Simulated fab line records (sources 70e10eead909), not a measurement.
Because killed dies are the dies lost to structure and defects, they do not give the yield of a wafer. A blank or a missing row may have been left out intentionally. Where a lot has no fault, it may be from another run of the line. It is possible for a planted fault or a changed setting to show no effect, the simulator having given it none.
Which tool was responsible? | flow nand-harc | 66 wafers from 22 lots sampled at 6 of the route's 1302 steps

WHAT EACH GAUGE READ, for each wafer
The record lacks any reading of a measuring or inspecting step that a usual standard deviation could be used to judge.

WHAT TOOL EACH LOT RAN ON (gives the tool, then ch and the chambers of the sampled wafers, and finally the start)
lot  | NHARC_A_CHANNEL_HOLE_D1_XSEM_31 | NHARC_A_CHANNEL_FILL_D1_STRIP_29              | NHARC_A_CHANNEL_HOLE_D2_ETCH_16               | NHARC_A_CHANNEL_HOLE_D2_ETCH_22  | NHARC_A_CHANNEL_HOLE_D2_ETCH_44    | NHARC_A_CHANNEL_FILL_D2_ALD_03
L074 | xsem-02 ch 0, day 8 17:17       | rie-diel-06 ch 1,2, day 13 03:31 or earlier   | rie-diel-12 ch 0,1, day 13 03:31 or earlier   | har-etch-01 ch 0,1, day 13 03:31 | rie-diel-04 ch 0,3, day 13 07:23   | ald-sin-batch-03 ch 0, no start
L075 | xsem-01 ch 0, day 9 02:06       | rie-diel-08 ch 0,1,2, day 10 22:01            | rie-diel-03 ch 1,2,3, day 13 10:47 or earlier | har-etch-02 ch 0,1, day 13 10:47 | rie-diel-04 ch 0,3, day 13 14:28   | ald-sin-batch-03 ch 0, no start
L076 | xsem-02 ch 0, day 9 14:56       | rie-diel-08 ch 0,1, day 14 02:33 or earlier   | rie-diel-03 ch 0,1,2, day 14 02:33 or earlier | har-etch-02 ch 0,1, day 14 02:33 | rie-diel-03 ch 0,1,2, day 14 06:14 | ald-sin-batch-03 ch 0, no start
L078 | xsem-01 ch 0, day 10 10:21      | rie-diel-07 ch 2,3, day 15 00:44 or earlier   | rie-diel-04 ch 0,1,3, day 15 00:44 or earlier | har-etch-02 ch 0,1, day 15 00:44 | rie-diel-04 ch 1,2,3, day 15 04:27 | ald-sin-batch-02 ch 0, no start
L077 | xsem-02 ch 0, day 10 13:58      | rie-diel-08 ch 1,2,3, day 12 07:09            | rie-diel-12 ch 0,1,2, day 15 01:14 or earlier | har-etch-01 ch 0,1, day 15 01:14 | rie-diel-03 ch 0,2,3, day 15 05:07 | ald-sin-batch-02 ch 0, no start
L079 | xsem-01 ch 0, day 10 22:05      | rie-diel-08 ch 0,2,3, day 15 04:56 or earlier | rie-diel-12 ch 0,1, day 15 04:56 or earlier   | har-etch-02 ch 0,1, day 15 04:56 | rie-diel-03 ch 1,2,3, day 15 08:35 | ald-sin-batch-01 ch 0, no start
L080 | xsem-02 ch 0, day 11 08:19      | rie-diel-06 ch 0,1, day 15 12:50 or earlier   | rie-diel-04 ch 0,1,3, day 15 12:50 or earlier | har-etch-02 ch 0,1, day 15 12:50 | rie-diel-04 ch 1,2,3, day 15 16:36 | ald-sin-batch-03 ch 0, no start
L081 | xsem-02 ch 0, day 11 18:20      | rie-diel-06 ch 0,2, day 16 01:12 or earlier   | rie-diel-03 ch 0,1,2, day 16 01:12 or earlier | har-etch-01 ch 0,1, day 16 01:12 | rie-diel-04 ch 1,2,3, day 16 04:59 | ald-sin-batch-03 ch 0, no start
L083 | xsem-02 ch 0, day 12 07:05      | rie-diel-08 ch 0,2,3, day 16 17:11 or earlier | rie-diel-04 ch 0,1,3, day 16 17:11 or earlier | har-etch-01 ch 0,1, day 16 17:11 | rie-diel-04 ch 0,2,3, day 16 21:04 | ald-sin-batch-01 ch 0, no start
L082 | xsem-01 ch 0, day 12 08:19      | rie-diel-07 ch 0,1,3, day 14 03:31            | rie-diel-04 ch 2,3, day 16 21:33 or earlier   | har-etch-01 ch 0,1, day 16 21:33 | rie-diel-04 ch 0,1,2, day 17 01:14 | ald-sin-batch-02 ch 0, no start
L084 | xsem-02 ch 0, day 12 18:17      | rie-diel-06 ch 1,2, day 17 06:10 or earlier   | rie-diel-03 ch 0,1,2, day 17 06:10 or earlier | har-etch-01 ch 0,1, day 17 06:10 | rie-diel-04 ch 1,2, day 17 10:01   | ald-sin-batch-02 ch 0, no start
L085 | xsem-01 ch 0, day 13 06:44      | rie-diel-08 ch 1,2,3, day 17 19:30 or earlier | rie-diel-04 ch 1,2,3, day 17 19:30 or earlier | har-etch-01 ch 0,1, day 17 19:30 | rie-diel-03 ch 0,1,3, day 17 23:16 | ald-sin-batch-02 ch 0, no start
L086 | xsem-02 ch 0, day 13 16:34      | rie-diel-08 ch 0,1,3, day 18 02:26 or earlier | rie-diel-12 ch 0,2,3, day 18 02:26 or earlier | har-etch-02 ch 0,1, day 18 02:26 | rie-diel-03 ch 0,1,2, day 18 06:52 | ald-sin-batch-02 ch 0, no start
L089 | xsem-01 ch 0, day 14 18:15      | rie-diel-06 ch 1,2,3, day 19 02:08 or earlier | rie-diel-12 ch 0,1,2, day 19 02:08 or earlier | har-etch-02 ch 0, day 19 02:08   | rie-diel-04 ch 0,3, day 19 05:59   | ald-sin-batch-01 ch 0, no start
L087 | xsem-02 ch 0, day 14 21:23      | rie-diel-07 ch 0,1,2, day 19 05:10 or earlier | rie-diel-04 ch 0,2,3, day 19 05:10 or earlier | har-etch-01 ch 0,1, day 19 05:10 | rie-diel-12 ch 0,2,3, day 19 09:01 | ald-sin-batch-01 ch 0, no start
L090 | xsem-02 ch 0, day 15 13:59      | rie-diel-06 ch 0,2, day 20 00:06 or earlier   | rie-diel-04 ch 0,2, day 20 00:06 or earlier   | har-etch-02 ch 0,1, day 20 00:06 | rie-diel-04 ch 2,3, day 20 03:58   | ald-sin-batch-01 ch 0, no start
L091 | xsem-02 ch 0, day 15 20:58      | rie-diel-06 ch 1,2,3, day 20 10:40 or earlier | rie-diel-12 ch 0,1,2, day 20 10:40 or earlier | har-etch-02 ch 0, day 20 10:40   | rie-diel-04 ch 1,2, day 20 14:32   | ald-sin-batch-01 ch 0, no start
L092 | xsem-02 ch 0, day 16 09:09      | rie-diel-06 ch 0,1,2, day 20 20:49 or earlier | rie-diel-03 ch 0,1,3, day 20 20:49 or earlier | har-etch-02 ch 0,1, day 20 20:49 | rie-diel-12 ch 0,1,3, day 21 00:41 | ald-sin-batch-02 ch 0, no start
L093 | xsem-02 ch 0, day 16 15:23      | rie-diel-07 ch 0,1,2, day 18 10:49            | rie-diel-03 ch 0,1, day 21 04:02 or earlier   | har-etch-02 ch 0,1, day 21 04:02 | rie-diel-03 ch 2,3, day 21 07:47   | ald-sin-batch-01 ch 0, no start
L094 | xsem-01 ch 0, day 17 07:05      | rie-diel-07 ch 0,3, day 21 18:55 or earlier   | rie-diel-03 ch 0,2,3, day 21 18:55 or earlier | har-etch-02 ch 1, day 21 18:55   | rie-diel-04 ch 1,2,3, day 21 22:46 | ald-sin-batch-03 ch 0, no start
L095 | xsem-01 ch 0, day 17 15:05      | rie-diel-08 ch 1,3, day 22 06:28 or earlier   | rie-diel-04 ch 0,2,3, day 22 06:28 or earlier | har-etch-01 ch 1, day 22 06:28   | rie-diel-03 ch 1,2, day 22 10:14   | ald-sin-batch-03 ch 0, no start
L097 | xsem-01 ch 0, day 18 17:58      | rie-diel-08 ch 0,1, day 23 09:45 or earlier   | rie-diel-03 ch 2,3, day 23 09:45 or earlier   | har-etch-02 ch 0,1, day 23 09:45 | rie-diel-04 ch 0,2,3, day 23 13:31 | ald-sin-batch-02 ch 0, no start
- NHARC_A_CHANNEL_HOLE_D1_XSEM_31
- NHARC_A_CHANNEL_FILL_D1_STRIP_29: strips in O2, time 20 s.
- NHARC_A_CHANNEL_HOLE_D2_ETCH_16: etches the open film in O2/COS, target depth 3100 nm, time 806 s.
- NHARC_A_CHANNEL_HOLE_D2_ETCH_22: etches the open film in C4F8/O2/Ar, time 666.7 s, target depth 1600 nm.
- NHARC_A_CHANNEL_HOLE_D2_ETCH_44: etches the open film in CF4/O2, target depth 140 nm, overetch 14 nm, time 77 s.
- NHARC_A_CHANNEL_FILL_D2_ALD_03: deposits SiNx, target thk 6 nm, pulse time 60 s, ald cycles 58.

WHAT THE TOOLS THEMSELVES READ (means of the sampled wafers that have a number; where no wafer has one, the mark that the record gives instead)
NHARC_A_CHANNEL_HOLE_D1_XSEM_31.
lot  | tool    | bot-cd-nm (nm) | bow-nm (nm) | tilt-deg (degrees)
L074 | xsem-02 | 76.6           | 9.14        | 0.01
L075 | xsem-01 | 74.7           | 8.32        | 0.05
L076 | xsem-02 | 77.0           | 8.55        | 0.05
L078 | xsem-01 | 75.4           | 8.75        | 0.13
L077 | xsem-02 | 73.7           | 8.84        | 0.15
L079 | xsem-01 | 74.4           | 8.39        | 0.08
L080 | xsem-02 | 75.8           | 8.93        | 0.03
L081 | xsem-02 | 74.1           | 8.65        | 0.08
L083 | xsem-02 | 75.0           | 8.97        | 0.04
L082 | xsem-01 | 75.8           | 9.17        | 0.12
L084 | xsem-02 | 75.3           | 8.52        | 0.07
L085 | xsem-01 | 75.0           | 8.62        | 0.06
L086 | xsem-02 | 74.3           | 8.56        | 0.07
L089 | xsem-01 | 73.9           | 9.08        | 0.02
L087 | xsem-02 | 75.4           | 8.83        | 0.12
L090 | xsem-02 | 74.2           | 8.63        | 0.04
L091 | xsem-02 | 75.2           | 8.63        | 0.04
L092 | xsem-02 | 76.8           | 8.34        | 0.09
L093 | xsem-02 | 74.4           | 8.88        | 0.07
L094 | xsem-01 | 75.4           | 8.89        | 0.09
L095 | xsem-01 | 74.2           | 8.01        | 0.01
L097 | xsem-01 | 74.4           | 8.27        | 0.14

NHARC_A_CHANNEL_FILL_D1_STRIP_29.
lot  | tool        | drypump-motor-current-A (A) | oes-product-au (a.u.) | rf-vpp-V (V) | showerhead-plenum-p-Torr (Torr) | throttle-valve-pct (%)
L074 | rie-diel-06 | 6.1                         | 1.005                 | 58.4         | 3.65                            | 17.027
L075 | rie-diel-08 | 5.9                         | 1.002                 | 57.4         | 3.54                            | 17.046
L076 | rie-diel-08 | 5.9                         | 0.994                 | 57.7         | 3.59                            | 17.034
L078 | rie-diel-07 | 5.8                         | 0.997                 | 57.8         | 3.60                            | 17.040
L077 | rie-diel-08 | 5.6                         | 1.006                 | 58.0         | 3.47                            | 17.030
L079 | rie-diel-08 | 5.4                         | 1.000                 | 57.6         | 3.39                            | 17.039
L080 | rie-diel-06 | 6.1                         | 1.016                 | 58.0         | 3.62                            | 17.038
L081 | rie-diel-06 | 5.8                         | 1.009                 | 57.9         | 3.64                            | 17.035
L083 | rie-diel-08 | 5.4                         | 1.009                 | 57.1         | 3.39                            | 17.032
L082 | rie-diel-07 | 6.3                         | 0.994                 | 58.1         | 3.66                            | 17.035
L084 | rie-diel-06 | 6.1                         | 0.991                 | 57.9         | 3.65                            | 17.027
L085 | rie-diel-08 | 5.6                         | 1.006                 | 56.9         | 3.47                            | 17.035
L086 | rie-diel-08 | 5.6                         | 1.001                 | 57.0         | 3.52                            | 17.040
L089 | rie-diel-06 | 5.9                         | 1.000                 | 57.2         | 3.66                            | 17.030
L087 | rie-diel-07 | 6.2                         | 0.994                 | 58.4         | 3.67                            | 17.035
L090 | rie-diel-06 | 5.6                         | 0.998                 | 57.9         | 3.65                            | 17.026
L091 | rie-diel-06 | 5.9                         | 1.003                 | 57.8         | 3.66                            | 17.041
L092 | rie-diel-06 | 6.0                         | 0.999                 | 58.0         | 3.64                            | 17.036
L093 | rie-diel-07 | 6.2                         | 1.006                 | 58.6         | 3.67                            | 17.029
L094 | rie-diel-07 | 6.1                         | 0.989                 | 58.3         | 3.61                            | 17.035
L095 | rie-diel-08 | 5.3                         | 0.994                 | 57.9         | 3.46                            | 17.035
L097 | rie-diel-08 | 6.1                         | 1.000                 | 58.6         | 3.67                            | 17.031

NHARC_A_CHANNEL_HOLE_D2_ETCH_16.
lot  | tool        | bias-w (W) | drypump-motor-current-A (A) | oes-product-au (a.u.) | rf-vpp-V (V) | showerhead-plenum-p-Torr (Torr) | throttle-valve-pct (%)
L074 | rie-diel-12 | 300.6      | 5.2                         | 1.002                 | 314.5        | 3.12                            | 28.333
L075 | rie-diel-03 | 300.8      | 6.1                         | 0.996                 | 312.1        | 3.00                            | 28.334
L076 | rie-diel-03 | 300.1      | 6.1                         | 0.988                 | 313.7        | 3.06                            | 28.337
L078 | rie-diel-04 | 299.8      | 5.7                         | 0.994                 | 313.3        | 3.00                            | 28.325
L077 | rie-diel-12 | 299.0      | 5.8                         | 1.005                 | 315.9        | 3.19                            | 28.338
L079 | rie-diel-12 | 300.2      | 5.7                         | 1.004                 | 314.5        | 3.15                            | 28.332
L080 | rie-diel-04 | 301.1      | 5.7                         | 1.002                 | 312.7        | 3.00                            | 28.331
L081 | rie-diel-03 | 299.3      | 6.1                         | 1.000                 | 313.2        | 3.05                            | 28.329
L083 | rie-diel-04 | 300.6      | 5.7                         | 0.992                 | 312.1        | 3.00                            | 28.332
L082 | rie-diel-04 | 299.4      | 5.6                         | 1.007                 | 311.6        | 3.00                            | 28.336
L084 | rie-diel-03 | 299.7      | 6.1                         | 0.996                 | 312.4        | 3.05                            | 28.330
L085 | rie-diel-04 | 300.9      | 5.7                         | 1.000                 | 312.1        | 3.02                            | 28.323
L086 | rie-diel-12 | 300.4      | 5.7                         | 1.001                 | 315.1        | 3.16                            | 28.333
L089 | rie-diel-12 | 299.7      | 5.8                         | 1.009                 | 315.1        | 3.19                            | 28.334
L087 | rie-diel-04 | 299.8      | 5.7                         | 0.998                 | 312.1        | 2.99                            | 28.322
L090 | rie-diel-04 | 299.8      | 5.9                         | 0.993                 | 311.9        | 2.99                            | 28.324
L091 | rie-diel-12 | 299.8      | 5.8                         | 1.002                 | 315.4        | 3.18                            | 28.332
L092 | rie-diel-03 | 300.0      | 6.2                         | 1.001                 | 313.2        | 3.05                            | 28.330
L093 | rie-diel-03 | 300.6      | 6.5                         | 1.002                 | 314.9        | 3.11                            | 28.329
L094 | rie-diel-03 | 299.8      | 5.9                         | 0.997                 | 312.1        | 2.99                            | 28.321
L095 | rie-diel-04 | 298.9      | 5.8                         | 0.993                 | 312.4        | 2.99                            | 28.322
L097 | rie-diel-03 | 300.6      | 5.8                         | 1.005                 | 312.2        | 2.94                            | 28.325

NHARC_A_CHANNEL_HOLE_D2_ETCH_22.
lot  | tool        | drypump-motor-current-A (A) | showerhead-plenum-p-Torr (Torr) | throttle-valve-pct (%)
L074 | har-etch-01 | 5.5                         | 3.63                            | 32.160
L075 | har-etch-02 | 5.7                         | 3.62                            | 32.155
L076 | har-etch-02 | 5.7                         | 3.55                            | 32.159
L078 | har-etch-02 | 5.8                         | 3.54                            | 32.158
L077 | har-etch-01 | 6.0                         | 3.57                            | 32.159
L079 | har-etch-02 | 5.8                         | 3.53                            | 32.157
L080 | har-etch-02 | 5.8                         | 3.53                            | 32.154
L081 | har-etch-01 | 5.5                         | 3.61                            | 32.148
L083 | har-etch-01 | 6.0                         | 3.56                            | 32.156
L082 | har-etch-01 | 5.9                         | 3.56                            | 32.153
L084 | har-etch-01 | 5.5                         | 3.59                            | 32.163
L085 | har-etch-01 | 5.5                         | 3.59                            | 32.157
L086 | har-etch-02 | 5.7                         | 3.75                            | 32.149
L089 | har-etch-02 | 5.7                         | 3.65                            | 32.153
L087 | har-etch-01 | 6.0                         | 3.54                            | 32.154
L090 | har-etch-02 | 5.8                         | 3.83                            | 32.152
L091 | har-etch-02 | 5.7                         | 3.64                            | 32.151
L092 | har-etch-02 | 5.7                         | 3.73                            | 32.155
L093 | har-etch-02 | 5.7                         | 3.72                            | 32.148
L094 | har-etch-02 | 5.8                         | 3.90                            | 32.151
L095 | har-etch-01 | 5.1                         | 3.61                            | 32.156
L097 | har-etch-02 | 5.8                         | 3.80                            | 32.160

NHARC_A_CHANNEL_HOLE_D2_ETCH_44.
lot  | tool        | bias-w (W) | drypump-motor-current-A (A) | oes-product-au (a.u.) | rf-vpp-V (V) | showerhead-plenum-p-Torr (Torr) | throttle-valve-pct (%)
L074 | rie-diel-04 | 99.88      | 5.8                         | 1.000                 | 196.9        | 1.27                            | 13.401
L075 | rie-diel-04 | 100.29     | 5.6                         | 0.991                 | 196.5        | 1.28                            | 13.408
L076 | rie-diel-03 | 100.11     | 6.1                         | 0.994                 | 197.0        | 1.31                            | 13.403
L078 | rie-diel-04 | 99.81      | 5.6                         | 1.005                 | 196.2        | 1.29                            | 13.410
L077 | rie-diel-03 | 100.16     | 5.9                         | 0.991                 | 197.2        | 1.28                            | 13.390
L079 | rie-diel-03 | 100.13     | 6.1                         | 0.991                 | 196.9        | 1.28                            | 13.408
L080 | rie-diel-04 | 100.04     | 5.6                         | 1.000                 | 196.2        | 1.29                            | 13.396
L081 | rie-diel-04 | 99.82      | 5.7                         | 1.000                 | 196.7        | 1.29                            | 13.402
L083 | rie-diel-04 | 100.01     | 5.7                         | 0.997                 | 196.8        | 1.28                            | 13.398
L082 | rie-diel-04 | 100.10     | 5.8                         | 0.991                 | 197.0        | 1.29                            | 13.396
L084 | rie-diel-04 | 99.72      | 5.7                         | 0.999                 | 196.8        | 1.29                            | 13.392
L085 | rie-diel-03 | 99.93      | 6.2                         | 0.999                 | 197.3        | 1.30                            | 13.398
L086 | rie-diel-03 | 99.88      | 6.1                         | 0.997                 | 198.0        | 1.30                            | 13.398
L089 | rie-diel-04 | 100.12     | 5.6                         | 0.992                 | 196.3        | 1.28                            | 13.395
L087 | rie-diel-12 | 99.85      | 5.7                         | 0.996                 | 197.6        | 1.35                            | 13.404
L090 | rie-diel-04 | 100.06     | 5.5                         | 0.997                 | 197.3        | 1.28                            | 13.390
L091 | rie-diel-04 | 100.15     | 5.8                         | 0.995                 | 197.2        | 1.29                            | 13.398
L092 | rie-diel-12 | 99.76      | 5.6                         | 0.998                 | 197.3        | 1.34                            | 13.400
L093 | rie-diel-03 | 100.29     | 5.8                         | 0.998                 | 196.5        | 1.26                            | 13.402
L094 | rie-diel-04 | 100.14     | 5.7                         | 1.000                 | 197.0        | 1.29                            | 13.388
L095 | rie-diel-03 | 99.99      | 6.0                         | 0.993                 | 196.8        | 1.28                            | 13.398
L097 | rie-diel-04 | 99.77      | 5.7                         | 1.003                 | 196.8        | 1.28                            | 13.397

NHARC_A_CHANNEL_FILL_D2_ALD_03.
lot  | tool             | precursor-pulse-height-rel
L074 | ald-sin-batch-03 | 0.994
L075 | ald-sin-batch-03 | 1.005
L076 | ald-sin-batch-03 | 1.002
L078 | ald-sin-batch-02 | 1.005
L077 | ald-sin-batch-02 | 0.994
L079 | ald-sin-batch-01 | 0.998
L080 | ald-sin-batch-03 | 1.002
L081 | ald-sin-batch-03 | 0.998
L083 | ald-sin-batch-01 | 1.005
L082 | ald-sin-batch-02 | 1.006
L084 | ald-sin-batch-02 | 0.989
L085 | ald-sin-batch-02 | 1.007
L086 | ald-sin-batch-02 | 0.990
L089 | ald-sin-batch-01 | 0.992
L087 | ald-sin-batch-01 | 0.990
L090 | ald-sin-batch-01 | 1.014
L091 | ald-sin-batch-01 | 1.016
L092 | ald-sin-batch-02 | 1.000
L093 | ald-sin-batch-01 | 1.010
L094 | ald-sin-batch-03 | 0.978
L095 | ald-sin-batch-03 | 0.990
L097 | ald-sin-batch-02 | 1.004

THE ANSWER, worked out from the rows above alone
Rule: usual is defined by the lots themselves. The widest of any qualifying gaps counts: lots, ordered by their means at a reading, are off when they make up no more than a third of the lots, leave a main group of 4 or more, and stand apart from it by 3 or more times the standard deviation of that group's means. A main group whose means are all the same, to the digits that the tables above print for the reading, isn't used. A lot without any number at a reading at which 4 lots or more have one is off too. All remaining lots with rows at the step are treated as sound. First the gauges in route order, then the tools' own readings, where a lot's mean is used as printed above. The first step at which some lot is off is used, and at that step the reading that is off furthest; a lot without a number counts as furthest.
No lot is off on any of the readings shown, so nothing can be concluded from this.

WHAT WAS PUT IN BY THE SIMULATOR
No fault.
